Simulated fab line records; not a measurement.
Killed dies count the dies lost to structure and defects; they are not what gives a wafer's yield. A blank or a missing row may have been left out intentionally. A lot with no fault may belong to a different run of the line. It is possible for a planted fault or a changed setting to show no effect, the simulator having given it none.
One fault seen from 3 desks	flow n5 finfet	each desk holds nothing but its own numbers, with what lay behind them at the end

## THE DEFECT DESK
Counts from the inspections along the route, per lot, as means over the sampled wafers that have a number. If a lot's mean is further than 4 standard deviations from the usual mean, the lot is out of limits and carries the mark OUT (the distance appears in the brackets).
Columns: A = raw defect count at N5_MIM_TOP_LITHO_INSPECT_12, usual 1.9
lot	first seen here	A
L346	day 11 18:35	2.0
L344	day 11 19:28	2.3
L345	day 12 13:03	2.3
L352	day 13 17:13	81.7 (+66) OUT
L357	day 15 09:11	3.0
L361	day 15 21:52	1.3
L364	day 16 15:29	2.0
L363	day 16 21:49	1.3
L365	day 17 01:07	3.0
L366	day 18 02:07	2.3
L367	day 18 03:16	0.3
Finding of this desk: L352 out of limits; the first was L352 at day 13 17:13, on raw defect count at N5_MIM_TOP_LITHO_INSPECT_12. L346, L344, L345, L357, L361, L364, L363, L365, L366, L367: within limits.

## DESK OF THE TOOL OWNER: pvd sputter-02
At N5_MIM_TOP_SPUTTER_03 (material TiN, target thk 35 nm, time 89.7 s) the tool's own readings: per lot run on this tool, the mean of the sampled wafers that have a number. If a lot's mean is further than 4 standard deviations from the usual mean, the lot is out of limits and carries the mark OUT (the distance appears in the brackets).
Columns: A = cathode dc power W at N5_MIM_TOP_SPUTTER_03, usual 3000.0 W; B = throttle valve pct at N5_MIM_TOP_SPUTTER_03, usual 29.7 %
lot	first seen here	A	B
L346	day 11 18:01	3000.0	30.0
L344	day 11 18:53	3000.3	30.2
L345	day 12 12:37	3000.5	30.0
L352	day 13 16:46	2999.9	29.9
L363	day 16 21:22	3000.1	30.2
This desk's verdict: no lot among the 5 shows anything out of limits.

## THE METROLOGY DESK
What the gauges read, lot by lot, whatever tool the lot ran on: means of the sampled wafers that have a number. If a lot's mean is further than 4 standard deviations from the usual mean, the lot is out of limits and carries the mark OUT (the distance appears in the brackets).
Columns: A = MIM_TOP_OVL at N5_MIM_TOP_LITHO_OVL_MEAS_11, usual -1 nm
lot	first seen here	A
L346	day 11 18:34	-5
L344	day 11 19:27	5
L345	day 12 13:02	-8
L352	day 13 17:11	-2
L357	day 15 09:10	0
L361	day 15 21:50	-5
L364	day 16 15:27	-8
L363	day 16 21:47	-3
L365	day 17 01:05	3
L366	day 18 02:05	1
L367	day 18 03:15	1
This desk's verdict: no lot among the 11 shows anything out of limits.

## PUT TOGETHER
The defect desk could have raised an alarm at day 13 17:13, on L352.
Nothing out of limits was seen by the tool owner's desk.
Metrology desk: nothing out of limits seen.
The tool owner's desk has L352 on record, within its limits.
The metrology desk holds a record of L352, inside its limits.
Of the lots named, all ran N5_MIM_TOP_SPUTTER_03 on pvd sputter-02.

## WHAT THE SIMULATOR HAD INSERTED
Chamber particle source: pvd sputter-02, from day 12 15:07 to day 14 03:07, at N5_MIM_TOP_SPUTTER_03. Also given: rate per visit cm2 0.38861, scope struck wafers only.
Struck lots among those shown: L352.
Hours from the fault's start to each desk's first reading out of limits: the defect desk, 26.
